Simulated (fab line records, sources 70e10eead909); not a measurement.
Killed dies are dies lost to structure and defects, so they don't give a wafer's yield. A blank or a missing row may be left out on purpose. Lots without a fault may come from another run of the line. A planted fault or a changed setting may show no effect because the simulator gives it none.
Chamber matching | flow nand_harc | NHARC_A_CHANNEL_FILL_D1_ALD_14 on ald_hk-02: 4 sister chambers
The step deposits SiO2, target thk 2.5 nm, pulse time 10 s, ald cycles 25. 4 wafers are shown with their chamber, then 8 later ones without.

WAFERS WITH THEIR CHAMBER
wafer  | chamber | heater_power_w (W)
L082.5 | 2       | 444
L084.5 | 1       | 394
L090.5 | 3       | 519
L094.1 | 0       | 482

WAFERS WITHOUT THEIR CHAMBER
wafer  | heater_power_w (W)
L094.4 | 465
L094.6 | 541
L096.2 | 456
L096.3 | 475
L096.5 | 369
L097.1 | 459
L097.2 | 385
L097.6 | 536

WHICH CHAMBER EACH WENT THROUGH
wafer  | from the rows above     | in truth
L094.4 | can't be placed: 0 or 2 | 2
L094.6 | 3                       | 3
L096.2 | can't be placed: 2 or 0 | 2
L096.3 | can't be placed: 0 or 2 | 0
L096.5 | 1                       | 1
L097.1 | can't be placed: 2 or 0 | 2
L097.2 | 1                       | 1
L097.6 | 3                       | 3
Placed correctly: 4 of 8. Can't be placed from these rows: 4 (the true chamber is among the candidates in 4). Placed wrongly: 0.
How it was worked out, from the rows above alone: a wafer's distance from a chamber is the root of the sum, over the readings, of the square of ((its reading less the chamber's mean) divided by the reading's scatter). The wafer belongs to the nearest chamber; if the next one is less than 2 further off, it can't be placed. A chamber's mean is the mean of its shown wafers. The scatter: with one shown wafer a chamber, the root of the mean of the squares of how far each hidden wafer lies from its nearest shown one.
